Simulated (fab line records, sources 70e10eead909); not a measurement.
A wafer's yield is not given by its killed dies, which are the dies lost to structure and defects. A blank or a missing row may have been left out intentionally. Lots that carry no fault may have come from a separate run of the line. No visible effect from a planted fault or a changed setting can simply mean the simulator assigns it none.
Which tool did it? | flow nand-harc | route of 1302 steps, sampled at 1 step: 12 lots, 36 wafers

WHAT EACH GAUGE READ, for each wafer
NHARC_P_CONTACT_INSPECT_14.
lot  | measured     | on                | raw-defect-count
L076 | day 6 13:19  | defect-inspect-02 | 1 3 4
L077 | day 7 01:18  | defect-inspect-02 | 3 2 2
L079 | day 8 00:34  | defect-inspect-01 | 5 5 2
L081 | day 8 23:44  | defect-inspect-01 | 7 5 7
L083 | day 9 14:16  | defect-inspect-01 | 11 4 5
L085 | day 10 12:48 | defect-inspect-01 | 4 3 4
L087 | day 11 05:16 | defect-inspect-02 | 6 5 8
L088 | day 12 04:13 | defect-inspect-02 | 5 5 8
L091 | day 13 00:05 | defect-inspect-01 | 2 5 2
L093 | day 13 18:23 | defect-inspect-01 | 4 3 6
L095 | day 14 11:18 | defect-inspect-01 | 4 7 6
L096 | day 16 10:28 | defect-inspect-01 | 5 4 3

WHAT TOOL EACH LOT RAN ON (gives the tool, then ch and the chambers of the sampled wafers, and finally the start)
Before these readings, the record contains no process step.

THE ANSWER, worked out from the rows above alone
Rule: usual is defined by the lots themselves. Put in order of their means at a reading, lots are off if they are a third of the lots or fewer, leave a main group of 4 or more, and stand apart from it by a gap of 3 or more times the standard deviation of the main group's means; of several such gaps the widest counts. Not used: any main group whose means are identical at the precision the tables above print for the reading. Also off: a lot with no number at a reading for which 4 or more lots have one. All remaining lots with rows at the step are treated as sound.
Across all readings shown, no lot is off: no conclusion can be drawn from this.

WHAT HAD BEEN PUT IN BY THE SIMULATOR
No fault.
